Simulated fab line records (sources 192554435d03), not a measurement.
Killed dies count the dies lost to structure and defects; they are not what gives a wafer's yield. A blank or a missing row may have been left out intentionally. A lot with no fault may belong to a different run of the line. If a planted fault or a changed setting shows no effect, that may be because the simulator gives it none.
Code-filled problem report in 8D (eight disciplines) form / flow n5 finfet / the parts of the form that need people (team, actions taken, sign-off) are left out

## 1. WHAT IS WRONG
killed_at_M4_up at N5_PASSIVATION_PROBE_49 reads a mean of 1092 on 6 wafers of 2 lots; wafers without a fault read 14 with a standard deviation of 5.3. That is +99 or more standard deviations from the usual mean.
First seen on wafer L468.2, day 13 12:56, on prober-01. Wafers with a number at this step in the record: 6, from 2 lots. By rule, "out" or "out of limits" means more than 4 standard deviations away from the usual mean. The other wafers with a number count as sound.

## 2. WHAT THIS IS AND IS NOT
question=which readings at this step; is=killed_at_M4_up, defect limited yield, killed dies, killed on rim, sort_bin_5_function, sort n pass, sort yield pct; is not=killed_at_M0_to_M3, killed at contacts, killed at front end, killed at other, killed open, killed short, sort_bin_6_memory, sort_bin_8_speed
question=which lots; is=L468, L469; is not=-
question=which wafers of those lots; is=all that have a number; is not=-
question=read on which tools; is=prober-01; is not=-
question=when; is=from day 13 12:56; is not=up to then (0 sound wafers)

## 3. THE SUSPECTS, EACH WITH WHAT RULES IT OUT
Counting: any tool at a process step up to the reading is kept as a suspect provided that every lot that is out went through it and no sound lot did after the first of them.
- rie diel-01 at N5_BEOL_M5_VIA_ETCH_34 (etches SiCOH lowk in C4F6/O2, target depth 88.3 nm, time 39.2 s): kept. It ran every lot that is out, first L468 (day 9 04:48), and no sound lot after that.
- rie diel-01 at N5_BEOL_M5_TRENCH_ETCH_37 (etches SiCOH lowk in C4F6/O2, target depth 71.652 nm, time 24.7 s): kept. It ran every lot that is out, first L468 (day 13 12:56), and no sound lot after that. With no start given for some of its lots, N5_BEOL_M5_TRENCH_ETCH_37 uses the hours and lot order of N5_PASSIVATION_PROBE_49.
- prober-01 at N5_PASSIVATION_PROBE_49: kept. It ran every lot that is out, first L468 (day 13 12:56), and no sound lot after that. Its own defect limited yield, killed_at_M4_up, killed dies, killed on rim, sort_bin_5_function, sort n pass, sort yield pct readings are out on those wafers.
rie diel-01 at N5_BEOL_M5_VIA_ETCH_34, rie diel-01 at N5_BEOL_M5_TRENCH_ETCH_37 and prober-01 at N5_PASSIVATION_PROBE_49 are what is left after counting.

## 4. THE CAUSE (what the simulator had put in)
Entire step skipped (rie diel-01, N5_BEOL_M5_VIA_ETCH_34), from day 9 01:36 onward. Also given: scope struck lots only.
Counting leaves 3 suspects; this tool is one of them.

## 5. THE CHAIN OF EFFECTS, in route order
Each row: a reading whose mean over the struck wafers that have a number lies more than 3 standard deviations from the usual. Only readings for which the record gives a usual standard deviation are gone through. hours: the time from each lot's start at the first step in this table that gives one to its start at this step, as a median over the lots. sigmas: the change in usual standard deviations.
hours=0; step=N5_PASSIVATION_PROBE_49; reading=defect limited yield; usual=91.4 %; on struck wafers=0.0; change=-91.4; sigmas=-61
hours=0; step=N5_PASSIVATION_PROBE_49; reading=killed_at_M4_up; usual=14; on struck wafers=1092; change=+1078; sigmas=+99 or more
hours=0; step=N5_PASSIVATION_PROBE_49; reading=killed dies; usual=102; on struck wafers=1180; change=+1078; sigmas=+63
hours=0; step=N5_PASSIVATION_PROBE_49; reading=killed on rim; usual=13; on struck wafers=152; change=+139; sigmas=+37
hours=0; step=N5_PASSIVATION_PROBE_49; reading=sort_bin_5_function; usual=5.1 %; on struck wafers=96.5; change=+91.4; sigmas=+96
hours=0; step=N5_PASSIVATION_PROBE_49; reading=sort n pass; usual=1078; on struck wafers=0; change=-1078; sigmas=-60
hours=0; step=N5_PASSIVATION_PROBE_49; reading=sort yield pct; usual=91.3 %; on struck wafers=0.0; change=-91.3; sigmas=-61
Its process steps:
- N5_PASSIVATION_PROBE_49
Readings that are blank on the struck wafers while sound wafers have them: C4F6_flow_sccm at N5_BEOL_M5_VIA_ETCH_34; O2_flow_sccm at N5_BEOL_M5_VIA_ETCH_34; drypump motor current A at N5_BEOL_M5_VIA_ETCH_34; oes_ar_750_au at N5_BEOL_M5_VIA_ETCH_34; oes product au at N5_BEOL_M5_VIA_ETCH_34; rf vpp V at N5_BEOL_M5_VIA_ETCH_34; showerhead plenum p Torr at N5_BEOL_M5_VIA_ETCH_34; throttle valve pct at N5_BEOL_M5_VIA_ETCH_34.

## 6. HOW IT WOULD HAVE BEEN CAUGHT EARLIER
The fault began at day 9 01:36; the first out-of-limits reading in this record came at day 13 12:56, 107 hours later.
At N5_BEOL_M5_VIA_ETCH_34 the tool's readings are blank on the struck wafers, where sound wafers have them: an empty tool record is the first sign, and it was there at once.
By day 13 12:56, every lot that is out (2) had started N5_BEOL_M5_VIA_ETCH_34 on rie diel-01. Had the tool been put on hold then, not one of them would have been saved.
